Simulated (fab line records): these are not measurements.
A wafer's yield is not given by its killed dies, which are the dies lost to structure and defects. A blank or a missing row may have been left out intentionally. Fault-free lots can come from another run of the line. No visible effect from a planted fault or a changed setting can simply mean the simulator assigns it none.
fab line records -- flow n5Finfet
record lots=7, wafers=39
route steps=1938 shown SD_EPI_N@288 SD_ACTIVATION@330 GATE_CUT@490 BEOL_M0_SAQP@663
startH: hours from the record's opening day to when the first of the lot's shown wafers began -- waitH: time in hours since the lot's previous step -- " the same as in the row above -- L1.1+2: a single row standing in for several wafers -- - no value, or no start given -- * or withheld: withheld -- < > ~ a bound
route shown NAME@n: names a module that has steps shown in the file, with the first one's number in the route -- usual: mean and standard deviation over wafers with no fault -- same: alike in all rows -- chamber/n: place in a boat -- sites: readings site by site -- _std_site: standard deviation across them -- _edge_site: outer sites' mean less inner sites' -- radiusMm: how far each site lies from the wafer's centre -- mask NAME#n: copy n -- behind: the last tool/chamber to shape the wafer -- hold: cause of the lot's hold/its duration in hours/its outcome -- device: the transistor (n, p or np) that didn't switch -- end of line: the tests these same wafers got at the end of their route -- a step given without rows: its recipe and nothing more -- killed: count of dies lost to structure and defects at first sort (not the wafer's yield) -- map: a wafer's dies, marking killed ones x, the rest . and places with no die _
set.NAME: setting as actually run; set.NAME@STEP: the setting as run at that earlier step -- model.NAME: the simulator's own value behind a step, which no gauge read
lots with deliberately changed settings; one table per step, one row per wafer
## steps
# step N5_SD_EPI_N_EPI_21
# recipe material=Si:P, dopant=P, tempC=680, pressureTorr=255, timeS=690
lot.wafer,tool,chamber,startH,waitH,set.epiGrowthTimeS,model.Si-P_of_SD_EPI_N_EPI_21.thkNm
L075.1,epiRpcvd-02,0,57.18,0.1,1101,82.4
L075.2,epiRpcvd-02,0,57.18,0.1,690,58.8
L075.3,epiRpcvd-02,0,57.18,0.1,690,58
L075.4,epiRpcvd-02,0,57.18,0.1,1101,82
L075.5,epiRpcvd-02,0,57.18,0.1,690,58.4
L075.6,epiRpcvd-02,0,57.18,0.1,1101,81.6
L078.1,epiRpcvd-03,0,78.49,0.2,690,60.2
L078.3,epiRpcvd-03,0,78.49,0.2,690,61.4
L078.4,epiRpcvd-03,0,78.49,0.2,690,60.4
L081.1+6,epiRpcvd-04,0,92.46,0.1,690,58.2
L081.2,epiRpcvd-04,0,92.46,0.1,385.3,35.2
L081.3,epiRpcvd-04,0,92.46,0.1,385.3,34.6
L081.4,epiRpcvd-04,0,92.46,0.1,385.3,35.4
L081.5,epiRpcvd-04,0,92.46,0.1,690,58
L082.1+3+6,epiRpcvd-04,0,98.50,0.1,690,59
L082.2+5,epiRpcvd-04,0,98.50,0.1,690,59.4
L082.4,epiRpcvd-04,0,98.50,0.1,690,58.8
L087.1+3+6,epiRpcvd-04,0,133.08,0.1,435.7,40
L087.2+4,epiRpcvd-04,0,133.08,0.1,690,58.8
L087.5,epiRpcvd-04,0,133.08,0.1,690,59
L096.1,epiRpcvd-02,0,181.97,0.1,690,58.4
L096.2,epiRpcvd-02,0,181.97,0.1,1063,79.8
L096.3,epiRpcvd-02,0,181.97,0.1,690,58.2
L096.4,epiRpcvd-02,0,181.97,0.1,1063,81
L096.5,epiRpcvd-02,0,181.97,0.1,690,58.6
L096.6,epiRpcvd-02,0,181.97,0.1,1063,79.6
L097.1,epiRpcvd-02,0,191.49,0.1,690,59.4
L097.2,epiRpcvd-02,0,191.49,0.1,690,59.6
L097.3,epiRpcvd-02,0,191.49,0.1,914.2,72.6
L097.4+6,epiRpcvd-02,0,191.49,0.1,914.2,72.8
L097.5,epiRpcvd-02,0,191.49,0.1,690,59.8
# step N5_SD_EPI_N_EPI_MEAS_23
# recipe mode=xrd
# usual thkNm=58.8/1.3
lot.wafer,tool,chamber,startH,waitH,set.epiGrowthTimeS@SD_EPI_N_EPI_21,thkNm
L075.1,filmMetro-01,-,58.89,1.4,1101,80.9
L075.2,filmMetro-01,-,58.89,1.4,690,57.6
L075.3,filmMetro-01,-,58.89,1.4,690,56.5
L075.4,filmMetro-01,-,58.89,1.4,1101,81.2
L075.5,filmMetro-01,-,58.89,1.4,690,57.3
L075.6,filmMetro-01,-,58.89,1.4,1101,82.8
L078.1,filmMetro-01,-,80.79,1.9,690,61.8
L078.3,filmMetro-01,-,80.79,1.9,690,63.3
L078.4,filmMetro-01,-,80.79,1.9,690,60.9
L081.1,filmMetro-01,-,94.73,1.9,690,57.8
L081.2,filmMetro-01,-,94.73,1.9,385.3,34.9
L081.3,filmMetro-01,-,94.73,1.9,385.3,34.3
L081.4,filmMetro-01,-,94.73,1.9,385.3,35.0
L081.5,filmMetro-01,-,94.73,1.9,690,58.0
L081.6,filmMetro-01,-,94.73,1.9,690,57.9
L082.1,filmMetro-01,-,100.21,1.4,690,57.7
L082.2,filmMetro-01,-,100.21,1.4,690,62.1
L082.3,filmMetro-01,-,100.21,1.4,690,59.3
L082.4,filmMetro-01,-,100.21,1.4,690,59.4
L082.5,filmMetro-01,-,100.21,1.4,690,59.9
L082.6,filmMetro-01,-,100.21,1.4,690,58.4
L087.1,filmMetro-02,-,134.80,1.4,435.7,40.2
L087.2,filmMetro-02,-,134.80,1.4,690,58.4
L087.3,filmMetro-02,-,134.80,1.4,435.7,40.0
L087.4,filmMetro-02,-,134.80,1.4,690,57.7
L087.5,filmMetro-02,-,134.80,1.4,690,59.9
L087.6,filmMetro-02,-,134.80,1.4,435.7,39.0
L096.1,filmMetro-02,-,183.69,1.4,690,58.5
L096.2,filmMetro-02,-,183.69,1.4,1063,80.4
L096.3,filmMetro-02,-,183.69,1.4,690,58.5
L096.4,filmMetro-02,-,183.69,1.4,1063,80.9
L096.5,filmMetro-02,-,183.69,1.4,690,59.3
L096.6,filmMetro-02,-,183.69,1.4,1063,81.8
L097.1,filmMetro-02,-,193.21,1.4,690,60.4
L097.2,filmMetro-02,-,193.21,1.4,690,58.9
L097.3,filmMetro-02,-,193.21,1.4,914.2,71.9
L097.4,filmMetro-02,-,193.21,1.4,914.2,73.8
L097.5,filmMetro-02,-,193.21,1.4,690,60.4
L097.6,filmMetro-02,-,193.21,1.4,914.2,71.8
# step N5_SD_EPI_N_PRECLEAN_24
# recipe chemistry=O3/DIW, timeS=60, tempC=22, o3Ppm=10
lot.wafer,tool,chamber,startH,waitH,set.epiGrowthTimeS@SD_EPI_N_EPI_21,model.Si-P_of_SD_EPI_N_EPI_21.thkNm
L075.1,wetBench-01,3,58.93,0.0,1101,81.8
L075.2,wetBench-01,7,58.93,0.0,690,58.4
L075.3,wetBench-01,6,58.93,0.0,690,57.6
L075.4,wetBench-01,4,58.93,0.0,1101,81.4
L075.5,wetBench-01,5,58.93,0.0,690,58
L075.6,wetBench-01,0,58.93,0.0,1101,81
L078.1,wetBench-06,1,80.82,0.0,690,59.8
L078.3,wetBench-06,0,80.82,0.0,690,61
L078.4,wetBench-06,5,80.82,0.0,690,60
L081.1+6,wetBench-04,"6,2",94.77,0.0,690,57.8
L081.2,wetBench-04,3,94.77,0.0,385.3,35
L081.3,wetBench-04,4,94.77,0.0,385.3,34.2
L081.4,wetBench-04,5,94.77,0.0,385.3,35.2
L081.5,wetBench-04,7,94.77,0.0,690,57.6
L082.1+3+6,wetBench-04,"7,6,0",100.25,0.0,690,58.6
L082.2+5,wetBench-04,"3,1",100.25,0.0,690,59
L082.4,wetBench-04,2,100.25,0.0,690,58.4
L087.1+3,wetBench-06,"3,5",134.84,0.0,435.7,39.8
L087.2+4,wetBench-06,"2,6",134.84,0.0,690,58.4
L087.5,wetBench-06,7,134.84,0.0,690,58.6
L087.6,wetBench-06,4,134.84,0.0,435.7,39.6
L096.1+3,wetBench-04,"0,2",183.72,0.0,690,58
L096.2,wetBench-04,7,183.72,0.0,1063,79.2
L096.4,wetBench-04,6,183.72,0.0,1063,80.4
L096.5,wetBench-04,3,183.72,0.0,690,58.2
L096.6,wetBench-04,1,183.72,0.0,1063,79
L097.1,wetBench-06,1,193.24,0.0,690,59
L097.2,wetBench-06,0,193.24,0.0,690,59.2
L097.3,wetBench-06,5,193.24,0.0,914.2,72
L097.4,wetBench-06,4,193.24,0.0,914.2,72.2
L097.5,wetBench-06,6,193.24,0.0,690,59.4
L097.6,wetBench-06,7,193.24,0.0,914.2,72.4
# step N5_SD_EPI_N_SRD_25
# recipe timeS=30, tempC=23, rinseLiquid=diw, dry=ipaMarangoni
# step N5_SD_EPI_N_PRECLEAN_49
# recipe chemistry=NF3:NH3, afsCycles=1, tempC=30, timeS=20, sublimationTempC=180, sublimationTimeS=60, pressureTorr=3, rfPowerW=30
# step N5_SD_ACTIVATION_RTA_00
# recipe tempC=975, timeS=0, ambient=N2, idleTempC=600, rampUpCPerS=150, rampDownCPerS=60, coolToC=600
# step N5_SD_ACTIVATION_LSA_01
# recipe tempC=1080, timeS=0.0008, ambient=N2
# step N5_SD_ACTIVATION_RS_MEAS_03
# recipe thkMeasGauge=four-point-probe
# usual RS_SD_N=21.98/0.27, RS_SD_P=56.1/0.88
lot.wafer,tool,chamber,startH,waitH,set.epiGrowthTimeS@SD_EPI_N_EPI_21,RS_SD_N[ohm/sq],RS_SD_P[ohm/sq]
L075.1,filmMetro-01,-,64.09,0.2,1101,15.66,56.3
L075.2,filmMetro-01,-,64.09,0.2,690,22.06,56.0
L075.3,filmMetro-01,-,64.09,0.2,690,22.21,55.6
L075.4,filmMetro-01,-,64.09,0.2,1101,15.78,56.7
L075.5,filmMetro-01,-,64.09,0.2,690,22.33,56.3
L075.6,filmMetro-01,-,64.09,0.2,1101,16.03,56.7
L078.1,filmMetro-02,-,87.87,0.2,690,21.55,56.6
L078.3,filmMetro-02,-,87.87,0.2,690,21.14,56.7
L078.4,filmMetro-02,-,87.87,0.2,690,21.38,56.1
L081.1,filmMetro-01,-,100.35,0.2,690,22.21,56.8
L081.2,filmMetro-01,-,100.35,0.2,385.3,36.51,55.8
L081.3,filmMetro-01,-,100.35,0.2,385.3,37.48,56.2
L081.4,filmMetro-01,-,100.35,0.2,385.3,36.54,55.7
L081.5,filmMetro-01,-,100.35,0.2,690,22.17,56.5
L081.6,filmMetro-01,-,100.35,0.2,690,22.20,55.8
L082.1,filmMetro-02,-,106.82,0.2,690,21.78,55.9
L082.2,filmMetro-02,-,106.82,0.2,690,21.74,56.0
L082.3,filmMetro-02,-,106.82,0.2,690,21.83,55.4
L082.4,filmMetro-02,-,106.82,0.2,690,21.93,55.3
L082.5,filmMetro-02,-,106.82,0.2,690,21.82,55.3
L082.6,filmMetro-02,-,106.82,0.2,690,21.76,55.2
L087.1,filmMetro-02,-,140.27,0.2,435.7,32.42,56.6
L087.2,filmMetro-02,-,140.27,0.2,690,22.08,56.5
L087.3,filmMetro-02,-,140.27,0.2,435.7,32.36,55.7
L087.4,filmMetro-02,-,140.27,0.2,690,22.15,56.6
L087.5,filmMetro-02,-,140.27,0.2,690,21.79,55.4
L087.6,filmMetro-02,-,140.27,0.2,435.7,32.24,56.5
L096.1,filmMetro-02,-,189.90,0.2,690,22.20,54.4
L096.2,filmMetro-02,-,189.90,0.2,1063,16.17,54.7
L096.3,filmMetro-02,-,189.90,0.2,690,22.20,54.6
L096.4,filmMetro-02,-,189.90,0.2,1063,15.95,54.1
L096.5,filmMetro-02,-,189.90,0.2,690,22.11,54.9
L096.6,filmMetro-02,-,189.90,0.2,1063,16.26,55.0
L097.1,filmMetro-02,-,198.46,0.2,690,21.93,56.0
L097.2,filmMetro-02,-,198.46,0.2,690,21.75,55.7
L097.3,filmMetro-02,-,198.46,0.2,914.2,17.87,55.9
L097.4,filmMetro-02,-,198.46,0.2,914.2,17.83,54.8
L097.5,filmMetro-02,-,198.46,0.2,690,21.88,55.1
L097.6,filmMetro-02,-,198.46,0.2,914.2,17.82,56.4
# step N5_GATE_CUT_DESCUM_18
# recipe chemistry=O2, timeS=7, sourcePowerW=50, biasPowerW=20, pressureMtorr=20, rfFrequencyHz=2.712e+07, tempC=40, resist=CAR-EUV, o2FlowSccm=225
lot.wafer,tool,chamber,startH,waitH,set.timeS,model.CAR-EUV_of_GATE_CUT_COAT_07.thkNm
L075.1+3+6,rieDiel-03,"2,0,0",89.86,0.0,7,26.2
L075.2+4+5,rieDiel-03,"1,3,3",89.86,0.0,9.098,25.2
L078.1+3+4,rieDiel-03,"3,0,2",115.30,0.0,7,26
L081.1,rieDiel-03,3,125.49,0.0,7,26.2
L081.2+3,rieDiel-03,"2,0",125.49,0.0,7,26
L081.4+5+6,rieDiel-03,"1,1,2",125.49,0.0,3.201,28
L082.1,rieDiel-06,0,131.41,0.1,8.327,25.2
L082.2+3+4,rieDiel-06,"3,1,3",131.41,0.1,7,26
L082.5+6,rieDiel-06,"0,1",131.41,0.1,8.327,25.4
L087.1+3+4,rieDiel-05,"0,1,3",165.86,0.6,7,26
L087.2+5,rieDiel-05,"3,1",165.86,0.6,8.665,25.2
L087.6,rieDiel-05,0,165.86,0.6,8.665,25.4
L096.1+2+4,rieDiel-03,"0,1,1",216.35,0.1,2.95,28
L096.3,rieDiel-03,2,216.35,0.1,7,26
L096.5+6,rieDiel-03,"0,2",216.35,0.1,7,25.8
L097.1+4,rieDiel-05,"2,0",223.97,0.0,7,26
L097.2,rieDiel-05,3,223.97,0.0,7,26.2
L097.3+5+6,rieDiel-05,"1,1,2",223.97,0.0,3.608,27.6
# step N5_GATE_CUT_ETCH_28
# recipe chemistry=N2/H2, target=underlayer, targetDepthA=130, maskMaterial=CAR-EUV, timeS=10.4, ionEnergyEv=200, pressureMtorr=30, sourceW=840, biasW=150, n2FlowSccm=200, h2FlowSccm=200, ends=cleared
lot.wafer,tool,chamber,startH,waitH,set.timeS@GATE_CUT_DESCUM_18,model.CAR-EUV_of_GATE_CUT_COAT_07.thkNm
L075.1+3+6,rieDiel-03,"2,0,0",89.90,0.0,7,14.8
L075.2+4+5,rieDiel-03,"1,3,3",89.90,0.0,9.098,13.8
L078.1,rieDiel-03,3,115.33,0.0,7,14.8
L078.3+4,rieDiel-03,"0,2",115.33,0.0,7,14.6
L081.1,rieDiel-03,3,125.52,0.0,7,14.8
L081.2+3,rieDiel-03,"2,0",125.52,0.0,7,14.6
L081.4+6,rieDiel-03,"1,2",125.52,0.0,3.201,16.6
L081.5,rieDiel-03,1,125.52,0.0,3.201,16.4
L082.1,rieDiel-06,0,131.45,0.0,8.327,13.8
L082.2+3,rieDiel-06,"3,1",131.45,0.0,7,14.6
L082.4,rieDiel-06,3,131.45,0.0,7,14.4
L082.5+6,rieDiel-06,"0,1",131.45,0.0,8.327,14
L087.1,rieDiel-05,0,165.89,0.0,7,14.4
L087.2+5,rieDiel-05,"3,1",165.89,0.0,8.665,13.8
L087.3+4,rieDiel-05,"1,3",165.89,0.0,7,14.6
L087.6,rieDiel-05,0,165.89,0.0,8.665,13.6
L096.1+2+4,rieDiel-03,"0,1,1",216.39,0.0,2.95,16.4
L096.3+5+6,rieDiel-03,"2,0,2",216.39,0.0,7,14.4
L097.1,rieDiel-05,2,224.00,0.0,7,14.6
L097.2,rieDiel-05,3,224.00,0.0,7,14.8
L097.3+5+6,rieDiel-05,"1,1,2",224.00,0.0,3.608,16.2
L097.4,rieDiel-05,0,224.00,0.0,7,14.4
# step N5_BEOL_M0_SAQP_SPACER1_ALD_98
# recipe material=SiO2, targetThkA=128, tempC=300, aldPrecursorFamily=BDEAS, aldCoReactant=O2-plasma, pulseTimeS=1, purgeTimeS=2, coReactantPurgeTimeS=2, aldCycles=138, pressureTorr=2
lot.wafer,tool,chamber,startH,waitH,set.aldCycles,model.SiO2_of_BEOL_M0_SAQP_SPACER1_ALD_98.thkNm
L075.1+3+5,aldSin-03,"3,0,1",114.85,0.3,107,10
L075.2+4+6,aldSin-03,"2,1,2",114.85,0.3,138,12.8
L078.1+3+4,aldSin-01,"3,1,1",142.70,0.3,138,13
L081.1+3+4+5+6,aldSin-03,"2,1,0,0,1",150.64,0.6,138,12.8
L081.2,aldSin-03,3,150.64,0.6,138,13
L082.1+4+5,aldSin-03,"1,0,0",156.85,0.3,204,19
L082.2+3+6,aldSin-03,"3,2,1",156.85,0.3,138,12.8
L087.1+2+4,aldSin-04,"0,2,0",188.83,0.3,106,9.8
L087.3+5+6,aldSin-04,"1,2,1",188.83,0.3,138,12.8
L096.1+2+3+4+5+6,aldSin-04,"0,2,1,1,2,0",245.58,1.7,138,12.8
L097.1+2+3,aldSin-03,"0,2,1",248.05,0.3,138,12.8
L097.4+5+6,aldSin-03,"3,1,0",248.05,0.3,187,17.4
# step N5_BEOL_M0_SAQP_SPACER1_ETCHBACK_99
# recipe chemistry=CHF3/O2, mode=anisotropicEtchback, target=SiO2, targetDepthA=154, timeS=7.7, pressureMtorr=30, sourceW=650, biasW=170, Ar_flow_sccm=200, CHF3_flow_sccm=50, O2_flow_sccm=5, ionEnergyEv=200
# step N5_BEOL_M0_SAQP_MANDREL1_REMOVE_100
# recipe chemistry=HBr/Cl2/O2, btTimeS=10, target=a-Si, stopOn=SiNx, endpoint=OES-SiCl, overEtchFrac=0.85, icpW=600, biasW=30, HBr_flow_sccm=150, Cl2_flow_sccm=80, O2_flow_sccm=5, pressureMtorr=10
lot.wafer,tool,chamber,startH,waitH,set.aldCycles@BEOL_M0_SAQP_SPACER1_ALD_98,model.BEOL_M0_SAQP.cdNm
L075.1+5,rieSi-06,"2,3",115.41,0.1,107,9.8
L075.2,rieSi-06,0,115.41,0.1,138,12.6
L075.3,rieSi-06,1,115.41,0.1,107,10
L075.4+6,rieSi-06,"3,2",115.41,0.1,138,12.8
L078.1+3,rieSi-02,"2,0",143.31,0.1,138,13
L078.4,rieSi-02,3,143.31,0.1,138,12.8
L081.1+2+3+4+5+6,rieSi-01,"2,3,1,0,3,0",151.21,0.1,138,12.8
L082.1+4+5,rieSi-01,"0,1,0",157.41,0.1,204,19
L082.2,rieSi-01,3,157.41,0.1,138,12.6
L082.3+6,rieSi-01,"2,1",157.41,0.1,138,12.8
L087.1,rieSi-01,1,189.39,0.1,106,9.6
L087.2+4,rieSi-01,2,189.39,0.1,106,9.8
L087.3+6,rieSi-01,"3,1",189.39,0.1,138,12.8
L087.5,rieSi-01,3,189.39,0.1,138,12.6
L096.1+3+5+6,rieSi-01,"0,1,1,3",246.26,0.1,138,12.8
L096.2+4,rieSi-01,"3,0",246.26,0.1,138,12.6
L097.1+2+3,rieSi-01,"1,3,0",248.62,0.1,138,12.6
L097.4,rieSi-01,0,248.62,0.1,187,17
L097.5+6,rieSi-01,"3,1",248.62,0.1,187,17.2
# step N5_BEOL_M0_SAQP_CD_MEAS_25
# recipe targetCdNm=13.1, landingEnergyEv=1000, detector=seInlens
# usual cdNm=12.75/0.23
lot.wafer,tool,chamber,startH,waitH,set.aldCycles@BEOL_M0_SAQP_SPACER1_ALD_98,cdNm
L075.1,cdSem-01,0,115.52,0.1,107,9.95
L075.2,cdSem-01,0,115.52,0.1,138,12.47
L075.3,cdSem-01,0,115.52,0.1,107,9.59
L075.4,cdSem-01,0,115.52,0.1,138,12.89
L075.5,cdSem-01,0,115.52,0.1,107,9.78
L075.6,cdSem-01,0,115.52,0.1,138,12.59
L078.1,cdSem-01,0,143.42,0.1,138,12.84
L078.3,cdSem-01,0,143.42,0.1,138,12.82
L078.4,cdSem-01,0,143.42,0.1,138,12.79
L081.1,cdSem-01,0,151.33,0.1,138,12.41
L081.2,cdSem-01,0,151.33,0.1,138,12.47
L081.3,cdSem-01,0,151.33,0.1,138,12.48
L081.4,cdSem-01,0,151.33,0.1,138,12.70
L081.5,cdSem-01,0,151.33,0.1,138,12.91
L081.6,cdSem-01,0,151.33,0.1,138,13.05
L082.1,cdSem-02,0,157.52,0.1,204,19.26
L082.2,cdSem-02,0,157.52,0.1,138,12.71
L082.3,cdSem-02,0,157.52,0.1,138,12.94
L082.4,cdSem-02,0,157.52,0.1,204,19.12
L082.5,cdSem-02,0,157.52,0.1,204,18.99
L082.6,cdSem-02,0,157.52,0.1,138,12.66
L087.1,cdSem-01,0,189.50,0.1,106,9.79
L087.2,cdSem-01,0,189.50,0.1,106,9.77
L087.3,cdSem-01,0,189.50,0.1,138,12.49
L087.4,cdSem-01,0,189.50,0.1,106,9.90
L087.5,cdSem-01,0,189.50,0.1,138,12.90
L087.6,cdSem-01,0,189.50,0.1,138,12.51
L096.1,cdSem-03,0,246.37,0.1,138,12.56
L096.2,cdSem-03,0,246.37,0.1,138,12.77
L096.3,cdSem-03,0,246.37,0.1,138,12.83
L096.4,cdSem-03,0,246.37,0.1,138,12.85
L096.5,cdSem-03,0,246.37,0.1,138,12.81
L096.6,cdSem-03,0,246.37,0.1,138,12.80
L097.1,cdSem-02,0,248.73,0.1,138,12.87
L097.2,cdSem-02,0,248.73,0.1,138,12.25
L097.3,cdSem-02,0,248.73,0.1,138,11.96
L097.4,cdSem-02,0,248.73,0.1,187,17.07
L097.5,cdSem-02,0,248.73,0.1,187,17.57
L097.6,cdSem-02,0,248.73,0.1,187,16.95
## key
split step=N5_SD_EPI_N_EPI_21, setting=epiGrowthTimeS, stated=690, by=wafer
response step=N5_SD_EPI_N_EPI_21, reading=model.Si-P_of_SD_EPI_N_EPI_21.thkNm, change=+0.436, per=1%, r=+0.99
response step=N5_SD_EPI_N_EPI_MEAS_23, reading=thkNm, change=*, per=1%, r=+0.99
response step=N5_SD_EPI_N_PRECLEAN_24, reading=model.Si-P_of_SD_EPI_N_EPI_21.thkNm, change=+0.432, per=1%, r=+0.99
response step=N5_SD_ACTIVATION_RS_MEAS_03, reading=RS_SD_N, shape=bent, atLowest=36.84, atStated=21.93, atHighest=15.82
split step=N5_GATE_CUT_DESCUM_18, setting=timeS, stated=7, by=wafer
response step=N5_GATE_CUT_DESCUM_18, reading=model.CAR-EUV_of_GATE_CUT_COAT_07.thkNm, change=-0.0347, per=1%, r=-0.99
response step=N5_GATE_CUT_ETCH_28, reading=model.CAR-EUV_of_GATE_CUT_COAT_07.thkNm, change=-0.0339, per=1%, r=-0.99
split step=N5_BEOL_M0_SAQP_SPACER1_ALD_98, setting=aldCycles, stated=138, by=wafer
response step=N5_BEOL_M0_SAQP_SPACER1_ALD_98, reading=model.SiO2_of_BEOL_M0_SAQP_SPACER1_ALD_98.thkNm, change=+0.129, per=1%, r=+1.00
response step=N5_BEOL_M0_SAQP_MANDREL1_REMOVE_100, reading=model.BEOL_M0_SAQP.cdNm, change=+0.13, per=1%, r=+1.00
response step=N5_BEOL_M0_SAQP_CD_MEAS_25, reading=cdNm, change=+0.132, per=1%, r=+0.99
